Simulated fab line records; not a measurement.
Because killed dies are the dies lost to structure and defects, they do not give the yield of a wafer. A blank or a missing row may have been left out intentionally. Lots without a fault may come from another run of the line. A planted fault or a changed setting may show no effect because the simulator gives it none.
Split-lot study	flow n5Finfet	on a route of 1938 steps: 7 lots, 39 wafers read

THE SPLIT
At N5_DUMMY_GATE_EXPOSE_12 (exposes mask GATE, target cd 25 nm), the setting doseMj was moved away from the recipe's 34 on 9 of the 39 wafers read, by -4.9% to -3.7%. For the rest of the wafers, this setting stayed at what the recipe calls for.

FROM THE SPLIT TO THE READING: what the file shows between them, 8 steps
- N5_DUMMY_GATE_PEB_13: peb time 60 s
- N5_DUMMY_GATE_DEVELOP_14: develop time 30 s
- N5_DUMMY_GATE_STRIP_38: strips in N2/H2
- N5_DUMMY_GATE_STRIP_39: strips in N2/H2
- N5_DUMMY_GATE_TRIM_49: chemistry O2, time 29 s, target cd 14 nm
- N5_DUMMY_GATE_ETCH_32: etches SiO2 in CF4, target depth 3.5 nm, time 3.9 s (also split here: timeS)
- N5_DUMMY_GATE_ETCH_23: etches poly-Si in HBr/Cl2/O2, target depth 41 nm, time 22.3 s
- N5_DUMMY_GATE_ETCH_44: etches poly-Si in HBr/O2, stops on SiO2, target depth 127.5 nm

THE READING
DUMMY_GATE.cdNm (the simulator's own value, which no gauge read), in nm, at N5_DUMMY_GATE_ETCH_42 (etches SiO2 in CHF3/O2, target depth 3.5 nm, time 31 s). No usual value for it is given in the file. Across the 30 wafers here that went through the recipe, the average is 15.0 nm and the standard deviation 0.22 nm.

wafer	tool, chamber at the split	doseMj as run	against the recipe	DUMMY_GATE.cdNm, nm	against lot-mates on the recipe
L076.1	euvScanner-02, 0	34	recipe	15.4	-
L076.2	euvScanner-02, 0	34	recipe	15	-
L076.4	euvScanner-02, 0	34	recipe	15	-
L076.6	euvScanner-02, 0	34	recipe	15	-
L076.3	euvScanner-02, 0	34	recipe	15.2	-
L076.5	euvScanner-02, 0	34	recipe	15.2	-
L082.3	euvScanner-02, 0	34	recipe	14.6	-
L082.5	euvScanner-02, 0	34	recipe	14.8	-
L082.6	euvScanner-02, 0	34	recipe	14.4	-
L083.1	euvScanner-02, 0	34	recipe	15	-
L083.2	euvScanner-02, 0	34	recipe	15.2	-
L083.3	euvScanner-02, 0	34	recipe	15.4	-
L083.4	euvScanner-02, 0	32.34	-4.9%	16.4	+1.2
L083.6	euvScanner-02, 0	32.34	-4.9%	16.4	+1.2
L083.5	euvScanner-02, 0	32.34	-4.9%	16	+0.8
L085.1	euvScanner-02, 0	34	recipe	15.2	-
L085.3	euvScanner-02, 0	34	recipe	15.2	-
L085.2	euvScanner-02, 0	34	recipe	14.8	-
L085.4	euvScanner-02, 0	34	recipe	15	-
L085.5	euvScanner-02, 0	34	recipe	15	-
L085.6	euvScanner-02, 0	34	recipe	15	-
L087.1	euvScanner-01, 0	34	recipe	15	-
L087.4	euvScanner-01, 0	34	recipe	15	-
L087.2	euvScanner-01, 0	32.51	-4.4%	15.8	+0.7
L087.3	euvScanner-01, 0	32.51	-4.4%	16	+0.9
L087.5	euvScanner-01, 0	32.51	-4.4%	16	+0.9
L087.6	euvScanner-01, 0	34	recipe	15.4	-
L089.1	euvScanner-02, 0	32.75	-3.7%	15.8	+0.7
L089.2	euvScanner-02, 0	32.75	-3.7%	15.8	+0.7
L089.3	euvScanner-02, 0	34	recipe	15.2	-
L089.4	euvScanner-02, 0	34	recipe	15.2	-
L089.5	euvScanner-02, 0	32.75	-3.7%	15.4	+0.3
L089.6	euvScanner-02, 0	34	recipe	15	-
L096.1	euvScanner-02, 0	34	recipe	15	-
L096.2	euvScanner-02, 0	34	recipe	15	-
L096.4	euvScanner-02, 0	34	recipe	15	-
L096.5	euvScanner-02, 0	34	recipe	15	-
L096.3	euvScanner-02, 0	34	recipe	14.8	-
L096.6	euvScanner-02, 0	34	recipe	14.8	-

FIT RESULTS
A straight line over all 39 wafers: DUMMY_GATE.cdNm changes by -0.22 nm for each +1% of doseMj; r = -0.88; the points scatter about the line by 0.22 nm.
The same after taking each lot's own level away (the mean of its wafers on the recipe; 39 wafers): -0.19 nm for each +1%; r = -0.91; scatter 0.16 nm.
On that fit, the largest move of doseMj shifts the reading by 0.93 nm.
Measured against the standard deviation above, the lots' own levels, which go from 14.60 to 15.20 nm, span 2.8 times it.
Hence the slope depends on the lot-to-lot level, as the two fits are not the same.
Check: for one of the wafers moved furthest among these (-4.9%), held out of the fit, the line's prediction against its lot-mates is +0.876 nm. It came out at +1.2 nm against them.

THE OTHER SPLITS THESE WAFERS WENT THROUGH
Before the reading, these wafers also passed through other splits. Each is held against what the fit with the lots' levels taken away leaves over:
other split on the same wafers	wafers away from the commonest value	r with DUMMY_GATE.cdNm (lot level and that fit taken away)
N5_DUMMY_GATE_ETCH_32 timeS	12	+0.24

THE WHOLE CHAIN: every reading that the file lists as answering this split, in the file's order
step	what it does	reading	change (the file's fit)	r (the file's)
N5_DUMMY_GATE_TRIM_49	chemistry O2, time 29 s, target cd 14 nm	DUMMY_GATE.cdNm (the simulator's own value, which no gauge read)	-0.197 nm for each +1% of the setting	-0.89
N5_DUMMY_GATE_ETCH_44	etches poly-Si in HBr/O2, stops on SiO2, target depth 127.5 nm	DUMMY_GATE.cdNm (the simulator's own value, which no gauge read)	-0.173 nm for each +1% of the setting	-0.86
N5_DUMMY_GATE_ETCH_42	etches SiO2 in CHF3/O2, target depth 3.5 nm, time 31 s	DUMMY_GATE.cdNm (the simulator's own value, which no gauge read)	-0.189 nm for each +1% of the setting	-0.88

THE FILE'S OWN FIT
DUMMY_GATE.cdNm changes by -0.189 nm for each +1% of doseMj, r = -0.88.
